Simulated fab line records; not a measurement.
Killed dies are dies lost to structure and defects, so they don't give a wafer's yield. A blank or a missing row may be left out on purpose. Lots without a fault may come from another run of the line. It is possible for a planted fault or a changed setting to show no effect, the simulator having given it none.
fab line records	flow n5Finfet
[record] lots = 7	wafers = 21
route steps=1938 shown FIN_SAQP@109 STI_FIN_REVEAL@190 DUMMY_GATE@228 SD_EPI_N@268 HKMG_FIN@402
startH: hours from the record's opening day to when the first of the lot's shown wafers began	waitH: hours since the lot's step before	" unchanged from the row above	L1.1+2: one row covering several wafers at once	- value missing, or start not given	* or withheld: withheld	< > ~ a bound
route shown NAME@n: a module of which the file shows steps, and the number in the route of the first	usual: mean and standard deviation over wafers with no fault	same: alike in all rows	chamber/n: place in a boat	sites: per-site readings	_std_site: the values' standard deviation	_edge_site: outer sites' mean less inner sites'	radiusMm: for every site, how far away it sits from the centre of the wafer	mask NAME#n: copy n	behind: tool/chamber where the wafer was last shaped	hold: the reason the lot was held/the length of the hold in hours/how it ended	device: whichever transistor did not switch (one of n, p or np)	end of line: at the end of the route, the tests of the same wafers	a step given without rows: its recipe and nothing more	killed: the dies lost at the first sort to structure and to defects; this is not the yield of the wafer	map: the dies of a wafer, with x for killed, . for not killed, _ for no die there
set.NAME: the setting as run; set.NAME@STEP: as run at that earlier step	model.NAME: the simulator's own value behind a step, which no gauge read
one table per step and one row per wafer, for lots whose settings were changed on purpose
[[steps]]
[step N5_FIN_SAQP_PEB_14]
[recipe] pebTempC = withheld	pebTimeS = 60	resist = CAR-ArF
lot.wafer	tool	chamber	startH	waitH	set.pebTimeS
L074.1+4	lithoTrack-03	0	21.71	0.1	60
L074.2	"	0	"	"	73.18
L081.2+5	lithoTrack-04	0	63.73	0.0	60
L081.3	"	0	"	"	70.09
L088.2+6	lithoTrack-03	0	105.42	0.0	60
L088.3	"	0	"	"	52.35
L089.2+4	lithoTrack-05	0	112.23	0.0	60
L089.3	"	0	"	"	50.79
L091.2+5	lithoTrack-03	0	123.38	0.0	60
L091.4	"	0	"	"	47.41
L094.1+4+6	lithoTrack-05	0	142.41	0.1	60
L096.1+4+6	lithoTrack-04	0	154.81	0.1	60
[step N5_FIN_SAQP_DEVELOP_15]
[recipe] developTimeS = 30	developer = TMAH	resist = CAR-ArF	devTempC = 23	rinseLiquid = diw	dry = airSpin
[step N5_FIN_SAQP_CD_MEAS_16]
[recipe] targetCdNm = 35.6	landingEnergyEv = 500	detector = seInlens
[usual] cdNm = 35.8/0.4
lot.wafer	tool	chamber	startH	waitH	set.pebTimeS@FIN_SAQP_PEB_14	cdNm
L074.1	cdSem-03	0	21.78	-	60	36.0
L074.2	"	0	"	"	73.18	32.7
L074.4	"	0	"	"	60	35.9
L081.2	cdSem-01	0	63.80	-	60	35.7
L081.3	"	0	"	"	70.09	33.4
L081.5	"	0	"	"	60	35.5
L088.2	cdSem-01	0	105.49	-	60	35.8
L088.3	"	0	"	"	52.35	37.9
L088.6	"	0	"	"	60	36.0
L089.2	cdSem-03	0	112.30	-	60	35.8
L089.3	"	0	"	"	50.79	38.4
L089.4	"	0	"	"	60	35.8
L091.2	cdSem-03	0	123.45	-	60	34.9
L091.4	"	0	"	"	47.41	39.6
L091.5	"	0	"	"	60	35.7
L094.1	cdSem-01	0	142.48	-	60	36.1
L094.4	"	0	"	"	60	35.8
L094.6	"	0	"	"	60	35.6
L096.1	cdSem-01	0	154.88	-	60	34.6
L096.4	"	0	"	"	60	35.4
L096.6	"	0	"	"	60	35.1
[step N5_FIN_SAQP_ETCH_52]
[recipe] chemistry = N2/H2	target = SOC	targetDepthA = 1000	overetchA = 200	maskMaterial = SiARC	tempC = 40	timeS = 150	ionEnergyEv = 200	pressureMtorr = 30	sourceW = 840	biasW = 150	n2FlowSccm = 200	h2FlowSccm = 200	ends = endPoint
[usual] rfVppV = 523.8/2.2
lot.wafer	tool	chamber	startH	waitH	set.sourceW	rfVppV
L074.1	rieDiel-04	2	21.97	0.0	900	510.4
L074.2	"	1	"	"	840	525.3
L074.4	"	3	"	"	900	510.8
L081.2	rieDiel-04	0	64.10	0.0	840	522.5
L081.3	"	2	"	"	840	525.2
L081.5	"	2	"	"	840	524.0
L088.2	rieDiel-04	0	105.95	0.0	840	521.2
L088.3	"	1	"	"	840	526.1
L088.6	"	0	"	"	840	521.4
L089.2	rieDiel-01	0	112.60	0.0	736	551.4
L089.3	"	2	"	"	736	545.9
L089.4	"	1	"	"	840	523.2
L091.2	rieDiel-01	2	123.64	0.0	799.2	529.7
L091.4	"	3	"	"	840	523.4
L091.5	"	2	"	"	799.2	531.7
L094.1	rieDiel-04	2	142.86	0.0	840	523.8
L094.4	"	0	"	"	732.6	545.7
L094.6	"	1	"	"	840	526.1
L096.1	rieDiel-04	2	155.25	0.0	840	523.2
L096.4	"	1	"	"	840	526.1
L096.6	"	0	"	"	840	522.0
[step N5_STI_FIN_REVEAL_ETCHBACK_08]
[recipe] chemistry = C4F6/O2	target = SiO2	targetDepthA = 305	timeS = 10.167	ionEnergyEv = 250	pressureMtorr = 30	sourceW = 345	biasW = 185	Ar_flow_sccm = 300	C4F6_flow_sccm = 10	O2_flow_sccm = 10
lot.wafer	tool	chamber	startH	waitH	set.timeS
L074.1+2	rieDiel-04	0,1	33.55	0.2	10.167
L074.4	"	2	"	"	10.84
L081.2+5	rieDiel-01	3	75.79	0.2	8.467
L081.3	"	2	"	"	10.167
L088.2+3+6	rieDiel-04	1,2,2	118.52	0.2	10.167
L089.2+3	rieDiel-04	0,1	123.84	0.2	11.49
L089.4	"	1	"	"	10.167
L091.2+4	rieDiel-01	2,3	135.68	0.3	10.167
L091.5	"	2	"	"	11.82
L094.1	rieDiel-01	0	154.98	0.2	9.355
L094.4+6	"	0,3	"	"	10.167
L096.1+4+6	rieDiel-06	1,2,1	167.14	0.2	10.167
[step N5_STI_FIN_REVEAL_PRECLEAN_17]
[recipe] chemistry = NF3:NH3	afsCycles = 1	tempC = 30	timeS = 20	sublimationTempC = 180	sublimationTimeS = 60	pressureTorr = 3	rfPowerW = 30
lot.wafer	tool	chamber	startH	waitH	set.timeS
L074.1+4	remotePlasma-02	1	35.69	0.0	17.58
L074.2	"	1	"	"	20
L081.2+3+5	remotePlasma-01	0	77.96	0.1	20
L088.2+3+6	remotePlasma-02	0	120.69	0.1	20
L089.2+3	remotePlasma-02	1	126.01	0.1	20
L089.4	"	1	"	"	18.31
L091.2+4+5	remotePlasma-02	1	137.86	0.1	15.65
L094.1+4+6	remotePlasma-02	0	157.13	0.0	20
L096.1+4+6	remotePlasma-01	0	169.29	0.0	20
[step N5_STI_FIN_REVEAL_ETCH_34]
[recipe] chemistry = H2	mode = isotropic	material = Si	target = Si	targetDepthA = 9.7	tempC = 20	pressureMtorr = 4.5	icpW = 300	biasW = 0	h2FlowSccm = 7.5	heFlowSccm = 142.5
[step N5_STI_FIN_REVEAL_OXIDATION_31]
[recipe] chemistry = O2_PLASMA_REMOTE	tempC = 150	timeS = 20	pressureMtorr = 1000	sourcePowerW = 2000	o2FlowSccm = 3000
[step N5_STI_FIN_REVEAL_SRD_23]
[recipe] dry = ipaMarangoni	timeS = 30	tempC = 23	rinseLiquid = diw
[step N5_STI_FIN_REVEAL_FIN_H_MEAS_10]
[usual] trenchDepthNm = 52.2/0.87
lot.wafer	tool	chamber	startH	waitH	set.timeS@STI_FIN_REVEAL_ETCHBACK_08	trenchDepthNm
L074.1	ocd-02	-	36.50	0.0	10.167	50.6
L074.2	"	-	"	"	10.167	51.1
L074.4	"	-	"	"	10.84	51.8
L081.2	ocd-02	-	78.74	0.0	8.467	47.3
L081.3	"	-	"	"	10.167	51.3
L081.5	"	-	"	"	8.467	47.1
L088.2	ocd-02	-	121.49	0.0	10.167	52.1
L088.3	"	-	"	"	10.167	51.5
L088.6	"	-	"	"	10.167	51.6
L089.2	ocd-02	-	126.79	0.0	11.49	55.0
L089.3	"	-	"	"	11.49	55.8
L089.4	"	-	"	"	10.167	51.1
L091.2	ocd-02	-	138.65	0.0	10.167	50.9
L091.4	"	-	"	"	10.167	51.6
L091.5	"	-	"	"	11.82	56.2
L094.1	ocd-02	-	158.00	0.0	9.355	49.5
L094.4	"	-	"	"	10.167	52.5
L094.6	"	-	"	"	10.167	52.6
L096.1	ocd-02	-	170.28	0.0	10.167	52.4
L096.4	"	-	"	"	10.167	53.5
L096.6	"	-	"	"	10.167	52.2
[step N5_DUMMY_GATE_EXPOSE_12]
[recipe] maskId = GATE	na = 0.33	sourceShape = annular	sigmaInner = 0.2	sigmaOuter = 0.6	polarization = unpolarized	targetCdNm = 25	doseMj = 34
lot.wafer	tool	chamber	startH	waitH	mask	set.doseMj
L074.1+4	euvScanner-02	0	45.05	-	GATE#0	35.88
L074.2	"	0	"	"	GATE#0	34
L081.2+3	euvScanner-01	0	93.32	-	GATE#0	34
L081.5	"	0	"	"	GATE#0	36.47
L088.2+3	euvScanner-02	0	130.17	-	GATE#0	35.2
L088.6	"	0	"	"	GATE#0	34
L089.2+4	euvScanner-01	0	139.74	-	GATE#0	34
L089.3	"	0	"	"	GATE#0	35.18
L091.2+4	euvScanner-01	0	147.53	-	GATE#0	34
L091.5	"	0	"	"	GATE#0	35.12
L094.1	euvScanner-01	0	166.55	-	GATE#0	35.5
L094.4+6	"	0	"	"	GATE#0	34
L096.1+4+6	euvScanner-02	0	178.71	-	GATE#0	34
[step N5_DUMMY_GATE_PEB_13]
[recipe] pebTempC = 100	pebTimeS = 60	resist = CAR-EUV
[step N5_DUMMY_GATE_DEVELOP_14]
[recipe] developTimeS = 30	developer = TMAH	resist = CAR-EUV	rinseLiquid = surfactantRinse	dry = airSpin	devTempC = 23
[step N5_DUMMY_GATE_CD_MEAS_15]
[recipe] targetCdNm = 25.8	landingEnergyEv = 500	detector = seInlens
[usual] cdNm = 25.09/0.3
lot.wafer	tool	chamber	startH	waitH	set.doseMj@DUMMY_GATE_EXPOSE_12	cdNm
L074.1	cdSem-03	0	45.18	-	35.88	23.92
L074.2	"	0	"	"	34	24.84
L074.4	"	0	"	"	35.88	24.15
L081.2	cdSem-01	0	93.44	-	34	25.42
L081.3	"	0	"	"	34	25.18
L081.5	"	0	"	"	36.47	23.85
L088.2	cdSem-02	0	130.29	-	35.2	24.69
L088.3	"	0	"	"	35.2	24.49
L088.6	"	0	"	"	34	25.27
L089.2	cdSem-02	0	139.86	-	34	24.90
L089.3	"	0	"	"	35.18	24.31
L089.4	"	0	"	"	34	25.17
L091.2	cdSem-03	0	147.65	-	34	24.44
L091.4	"	0	"	"	34	24.72
L091.5	"	0	"	"	35.12	23.95
L094.1	cdSem-01	0	166.68	-	35.5	23.89
L094.4	"	0	"	"	34	25.19
L094.6	"	0	"	"	34	25.11
L096.1	cdSem-01	0	178.83	-	34	25.39
L096.4	"	0	"	"	34	25.47
L096.6	"	0	"	"	34	24.83
[step N5_DUMMY_GATE_ETCH_37]
[recipe] chemistry = N2/H2	target = SOC	targetDepthA = 600	overetchA = 300	tempC = 40	ionEnergyEv = 200	pressureMtorr = 30	sourceW = 840	biasW = 150	n2FlowSccm = 200	h2FlowSccm = 200
[usual] rfVppV = 524.3/2.4
lot.wafer	tool	chamber	startH	waitH	set.sourceW	rfVppV
L074.1	rieDiel-05	1	45.46	0.0	931.4	507.4
L074.2	"	0	"	"	840	522.1
L074.4	"	2	"	"	840	524.7
L081.2	rieDiel-02	1	93.72	0.0	917	509.5
L081.3	"	3	"	"	840	525.7
L081.5	"	2	"	"	840	521.4
L088.2	rieDiel-02	2	130.66	0.0	840	521.7
L088.3	"	1	"	"	840	525.2
L088.6	"	3	"	"	840	525.0
L089.2	rieDiel-02	2	140.20	0.0	922.5	503.2
L089.3	"	1	"	"	840	525.5
L089.4	"	3	"	"	922.5	509.9
L091.2	rieDiel-05	3	148.42	0.0	840	527.9
L091.4	"	2	"	"	940.7	504.6
L091.5	"	2	"	"	840	525.4
L094.1	rieDiel-05	2	166.95	0.0	916.4	508.4
L094.4	"	0	"	"	916.4	508.1
L094.6	"	2	"	"	840	523.7
L096.1	rieDiel-02	2	179.11	0.0	840	517.4
L096.4	"	0	"	"	840	525.1
L096.6	"	1	"	"	840	523.3
[step N5_SD_EPI_N_PEB_07]
[recipe] pebTempC = 110	pebTimeS = 60	resist = CAR-ArF-block
lot.wafer	tool	chamber	startH	waitH	set.pebTimeS
L074.1+4	lithoTrack-03	0	47.58	0.1	49.68
L074.2	"	0	"	"	60
L081.2+3+5	lithoTrack-01	0	97.03	0.0	60
L088.2+3+6	lithoTrack-04	0	132.63	0.0	60
L089.2+3	lithoTrack-04	0	142.15	0.0	48.5
L089.4	"	0	"	"	60
L091.2+4+5	lithoTrack-03	0	150.60	0.0	60
L094.1+6	lithoTrack-03	0	169.16	0.1	60
L094.4	"	0	"	"	52.48
L096.1+4+6	lithoTrack-01	0	181.61	0.1	60
[step N5_SD_EPI_N_DEVELOP_08]
[recipe] developTimeS = 30	developer = TMAH	resist = CAR-ArF-block	devTempC = 23	rinseLiquid = diw	dry = airSpin
[step N5_SD_EPI_N_CD_MEAS_09]
[recipe] targetCdNm = 120	landingEnergyEv = 500	detector = seInlens
[usual] cdNm = 120.0/1.2
lot.wafer	tool	chamber	startH	waitH	set.pebTimeS@SD_EPI_N_PEB_07	cdNm
L074.1	cdSem-02	0	47.65	-	49.68	113.7
L074.2	"	0	"	"	60	120.4
L074.4	"	0	"	"	49.68	113.6
L081.2	cdSem-01	0	97.09	-	60	118.3
L081.3	"	0	"	"	60	119.6
L081.5	"	0	"	"	60	119.3
L088.2	cdSem-01	0	132.69	-	60	119.2
L088.3	"	0	"	"	60	121.3
L088.6	"	0	"	"	60	121.0
L089.2	cdSem-03	0	142.22	-	48.5	112.1
L089.3	"	0	"	"	48.5	112.5
L089.4	"	0	"	"	60	119.7
L091.2	cdSem-02	0	150.67	-	60	120.3
L091.4	"	0	"	"	60	119.4
L091.5	"	0	"	"	60	120.6
L094.1	cdSem-03	0	169.23	-	60	119.9
L094.4	"	0	"	"	52.48	115.9
L094.6	"	0	"	"	60	119.9
L096.1	cdSem-02	0	181.67	-	60	118.6
L096.4	"	0	"	"	60	118.5
L096.6	"	0	"	"	60	117.3
[step N5_SD_EPI_N_DESCUM_14]
[recipe] chemistry = O2	timeS = 7.9	sourcePowerW = 50	biasPowerW = 20	pressureMtorr = 20	rfFrequencyHz = 2.712e+07	tempC = 40	resist = CAR-ArF-block	o2FlowSccm = 225
lot.wafer	tool	chamber	startH	waitH	set.pebTimeS@SD_EPI_N_PEB_07	model.SD_EPI_N.cdNm
L074.1	rieDiel-04	3	47.82	0.1	49.68	113.4
L074.2	"	0	"	"	60	120.8
L074.4	"	2	"	"	49.68	114
L081.2	rieDiel-04	1	97.29	0.1	60	118.2
L081.3	"	0	"	"	60	119.8
L081.5	"	0	"	"	60	119.4
L088.2	rieDiel-04	2	132.94	0.2	60	119.6
L088.3+6	"	1,2	"	"	60	121.2
L089.2	rieDiel-01	3	142.41	0.1	48.5	112.2
L089.3	"	1	"	"	48.5	112.6
L089.4	"	0	"	"	60	120
L091.2	rieDiel-04	2	150.75	0.0	60	120.6
L091.4	"	0	"	"	60	119.6
L091.5	"	1	"	"	60	120.4
L094.1	rieDiel-04	2	169.32	0.0	60	120.2
L094.4	"	3	"	"	52.48	115.8
L094.6	"	1	"	"	60	119.6
L096.1	rieDiel-04	1	181.76	0.0	60	118.6
L096.4	"	0	"	"	60	118.2
L096.6	"	2	"	"	60	117.4
[step N5_SD_EPI_N_ETCH_34]
[recipe] chemistry = CF4	target = SiARC	targetDepthA = 455	maskMaterial = CAR-ArF-block	timeS = 75.8	ionEnergyEv = 80	pressureMtorr = 40	sourceW = 545	biasW = 36	Ar_flow_sccm = 100	cf4FlowSccm = 100	ends = cleared
[step N5_SD_EPI_N_ETCH_35]
[recipe] chemistry = N2/H2	target = SOC	overetchA = 1080	maskMaterial = SiARC	tempC = 40	ionEnergyEv = 100	sourceW = 3000	biasW = 133	pressureMtorr = 20	timeS = 486	n2FlowSccm = 200	h2FlowSccm = 200
lot.wafer	tool	chamber	startH	waitH	set.pebTimeS@SD_EPI_N_PEB_07	model.SD_EPI_N.cdNm
L074.1	rieDiel-04	3	47.92	0.0	49.68	112.6
L074.2	"	0	"	"	60	120.4
L074.4	"	2	"	"	49.68	114.8
L081.2	rieDiel-04	1	97.38	0.0	60	119.8
L081.3	"	0	"	"	60	120.4
L081.5	"	0	"	"	60	119
L088.2	rieDiel-04	2	133.03	0.0	60	121.4
L088.3	"	1	"	"	60	124
L088.6	"	2	"	"	60	123.2
L089.2	rieDiel-01	3	142.50	0.0	48.5	112.4
L089.3	"	1	"	"	48.5	112
L089.4	"	0	"	"	60	119.6
L091.2	rieDiel-04	2	150.85	0.0	60	121.6
L091.4	"	0	"	"	60	120.6
L091.5	"	1	"	"	60	121
L094.1	rieDiel-04	2	169.41	0.0	60	121
L094.4	"	3	"	"	52.48	114.4
L094.6	"	1	"	"	60	121.8
L096.1	rieDiel-04	1	181.85	0.0	60	121
L096.4	"	0	"	"	60	118.8
L096.6	"	2	"	"	60	118.6
[step N5_SD_EPI_N_STRIP_36]
[recipe] chemistry = N2/H2	tempC = 40	n2FlowSccm = 200	h2FlowSccm = 200	rfFrequencyHz = 6e+07
[step N5_SD_EPI_N_ETCHBACK_44]
[recipe] chemistry = CH3F/O2	mode = anisotropicEtchback	target = SiNx	targetDepthA = 145	stopOn = SiO2	overEtchFrac = 0.3	ionEnergyEv = 120	pressureMtorr = 30	sourceW = 395	biasW = 73	Ar_flow_sccm = 150	CH3F_flow_sccm = 30	O2_flow_sccm = 20
lot.wafer	tool	chamber	startH	waitH	set.pebTimeS@SD_EPI_N_PEB_07	model.SD_EPI_N.cdNm
L074.1	rieDiel-04	3	48.24	0.0	49.68	112.8
L074.2	"	0	"	"	60	120.4
L074.4	"	2	"	"	49.68	115
L081.2	rieDiel-04	1	97.71	0.0	60	119.8
L081.3	"	0	"	"	60	120.2
L081.5	"	0	"	"	60	118.8
L088.2	rieDiel-04	2	133.36	0.0	60	121.6
L088.3	"	1	"	"	60	124
L088.6	"	2	"	"	60	123.2
L089.2	rieDiel-01	3	142.82	0.0	48.5	112.8
L089.3	"	1	"	"	48.5	112
L089.4	"	0	"	"	60	119.6
L091.2	rieDiel-04	2	151.17	0.0	60	121.6
L091.4	"	0	"	"	60	120.4
L091.5	"	1	"	"	60	121.2
L094.1	rieDiel-04	2	169.74	0.0	60	121
L094.4	"	3	"	"	52.48	114.6
L094.6	"	1	"	"	60	122
L096.1	rieDiel-04	1	182.18	0.0	60	121.2
L096.4+6	"	0,2	"	"	60	118.6
[step N5_SD_EPI_N_ETCH_45]
[recipe] chemistry = CH3F/O2	target = SiOCN	targetDepthA = 60	maskMaterial = SOC	ionEnergyEv = 60	biasW = 29	pressureMtorr = 15	sourceW = 410	Ar_flow_sccm = 150	CH3F_flow_sccm = 30	O2_flow_sccm = 20
lot.wafer	tool	chamber	startH	waitH	set.targetDepthA
L074.1+4	rieDiel-04	3,2	48.34	0.1	55.19
L074.2	"	0	"	"	60
L081.2+5	rieDiel-04	1,0	97.81	0.1	63.84
L081.3	"	0	"	"	60
L088.2+6	rieDiel-04	2	133.46	0.1	60
L088.3	"	1	"	"	57.88
L089.2+3+4	rieDiel-01	3,1,0	142.92	0.1	63.8
L091.2+4	rieDiel-04	2,0	151.27	0.1	60
L091.5	"	1	"	"	57.71
L094.1+4+6	rieDiel-04	2,3,1	169.84	0.1	60
L096.1+4+6	rieDiel-04	1,0,2	182.28	0.1	60
[step N5_SD_EPI_N_ETCH_16]
[recipe] chemistry = CHF3/O2	target = SiO2	targetDepthA = 50	maskMaterial = SOC	pressureMtorr = 30	sourceW = 650	biasW = 170	Ar_flow_sccm = 200	CHF3_flow_sccm = 50	O2_flow_sccm = 5	ionEnergyEv = 200
[step N5_SD_EPI_N_STRIP_47]
[recipe] chemistry = CHF3/O2	resist = SiARC	rfFrequencyHz = 6e+07
[step N5_SD_EPI_N_SD_RECESS_17]
[recipe] chemistry = HBr/Cl2/O2	targetDepthA = 410	maskMaterial = SOC	timeS = 23.7	btTimeS = 3	pressureMtorr = 10	icpW = 800	biasW = 112	HBr_flow_sccm = 150	Cl2_flow_sccm = 80	O2_flow_sccm = 12
lot.wafer	tool	chamber	startH	waitH	set.pebTimeS@SD_EPI_N_PEB_07	model.SD_EPI_N.cdNm
L074.1	rieSi-01	1	48.51	0.0	49.68	112.8
L074.2	"	0	"	"	60	120.2
L074.4	"	2	"	"	49.68	114.8
L081.2	rieSi-03	2	97.98	0.0	60	119.6
L081.3	"	3	"	"	60	120.4
L081.5	"	3	"	"	60	118.8
L088.2	rieSi-02	1	133.63	0.0	60	121.6
L088.3	"	2	"	"	60	124
L088.6	"	2	"	"	60	123.2
L089.2	rieSi-03	2	143.10	0.0	48.5	112.6
L089.3	"	3	"	"	48.5	112
L089.4	"	0	"	"	60	119.2
L091.2	rieSi-03	0	151.44	0.0	60	121.6
L091.4	"	3	"	"	60	120.4
L091.5	"	3	"	"	60	121.2
L094.1	rieSi-01	3	170.01	0.0	60	121
L094.4	"	2	"	"	52.48	114.4
L094.6	"	3	"	"	60	121.8
L096.1	rieSi-03	1	182.45	0.0	60	121
L096.4	"	0	"	"	60	118.2
L096.6	"	0	"	"	60	118.4
[step N5_HKMG_FIN_ETCH_54]
[recipe] chemistry = CF4	target = SiARC	targetDepthA = 455	maskMaterial = CAR-ArF	timeS = 75.8	ionEnergyEv = 80	pressureMtorr = 40	sourceW = 545	biasW = 36	Ar_flow_sccm = 100	cf4FlowSccm = 100	ends = cleared
[usual] etchRfOnTimeS = 75.2/2.4	rfVppV = 184.2/1.2
lot.wafer	tool	chamber	startH	waitH	set.sourceW	etchRfOnTimeS	rfVppV
L074.1	rieDiel-01	2	70.83	0.0	602.8	68.6	179.8
L074.2	"	3	"	"	545	74.7	183.9
L074.4	"	1	"	"	545	72.1	184.1
L081.2	rieDiel-06	1	118.95	0.0	607.3	65.7	177.7
L081.3	"	0	"	"	545	75.2	184.6
L081.5	"	0	"	"	607.3	68.3	180.1
L088.2	rieDiel-04	0	156.63	0.0	545	76.1	184.8
L088.3	"	3	"	"	545	77.0	183.2
L088.6	"	1	"	"	545	77.3	184.5
L089.2	rieDiel-04	1	164.43	0.0	462.5	90.0	195.7
L089.3	"	2	"	"	462.5	90.4	194.4
L089.4	"	3	"	"	545	77.1	183.6
L091.2	rieDiel-01	3	173.60	0.0	631.4	64.4	173.6
L091.4	"	2	"	"	545	75.9	181.8
L091.5	"	0	"	"	545	74.8	185.8
L094.1	rieDiel-04	2	192.89	0.0	545	79.9	186.2
L094.4	"	0	"	"	545	76.0	183.2
L094.6	"	1	"	"	545	77.8	185.2
L096.1	rieDiel-06	3	204.14	0.0	545	77.6	183.9
L096.4	"	1	"	"	545	72.2	185.8
L096.6	"	0	"	"	545	76.7	185.3
[[key]]
[split] step = N5_FIN_SAQP_PEB_14	setting = pebTimeS	stated = 60	by = wafer
[response] step = N5_FIN_SAQP_CD_MEAS_16	reading = cdNm	change = -0.164	per = 1%	r = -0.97
[split] step = N5_FIN_SAQP_ETCH_52	setting = sourceW	stated = 840	by = wafer
[response] step = N5_FIN_SAQP_ETCH_52	reading = rfVppV	change = -1.84	per = 1%	r = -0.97
[split] step = N5_STI_FIN_REVEAL_ETCHBACK_08	setting = timeS	stated = 10.167	by = wafer
[response] step = N5_STI_FIN_REVEAL_FIN_H_MEAS_10	reading = trenchDepthNm	change = +0.286	per = 1%	r = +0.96
[split] step = N5_STI_FIN_REVEAL_PRECLEAN_17	setting = timeS	stated = 20	by = wafer
response none clear
[split] step = N5_DUMMY_GATE_EXPOSE_12	setting = doseMj	stated = 34	by = wafer
[response] step = N5_DUMMY_GATE_CD_MEAS_15	reading = cdNm	change = -0.199	per = 1%	r = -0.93
[split] step = N5_DUMMY_GATE_ETCH_37	setting = sourceW	stated = 840	by = wafer
[response] step = N5_DUMMY_GATE_ETCH_37	reading = rfVppV	change = -1.7	per = 1%	r = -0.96
[split] step = N5_SD_EPI_N_PEB_07	setting = pebTimeS	stated = 60	by = wafer
[response] step = N5_SD_EPI_N_CD_MEAS_09	reading = cdNm	change = +0.378	per = 1%	r = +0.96
[response] step = N5_SD_EPI_N_DESCUM_14	reading = model.SD_EPI_N.cdNm	change = +0.389	per = 1%	r = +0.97
[response] step = N5_SD_EPI_N_ETCH_35	reading = model.SD_EPI_N.cdNm	change = +0.42	per = 1%	r = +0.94
[response] step = N5_SD_EPI_N_ETCHBACK_44	reading = model.SD_EPI_N.cdNm	change = +0.41	per = 1%	r = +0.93
[response] step = N5_SD_EPI_N_SD_RECESS_17	reading = model.SD_EPI_N.cdNm	change = +0.402	per = 1%	r = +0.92
[split] step = N5_SD_EPI_N_ETCH_45	setting = targetDepthA	stated = 60	by = wafer
response none clear
[split] step = N5_HKMG_FIN_ETCH_54	setting = sourceW	stated = 545	by = wafer
[response] step = N5_HKMG_FIN_ETCH_54	reading = etchRfOnTimeS	change = *	per = 1%	r = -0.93
[response] step = N5_HKMG_FIN_ETCH_54	reading = rfVppV	change = -0.616	per = 1%	r = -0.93
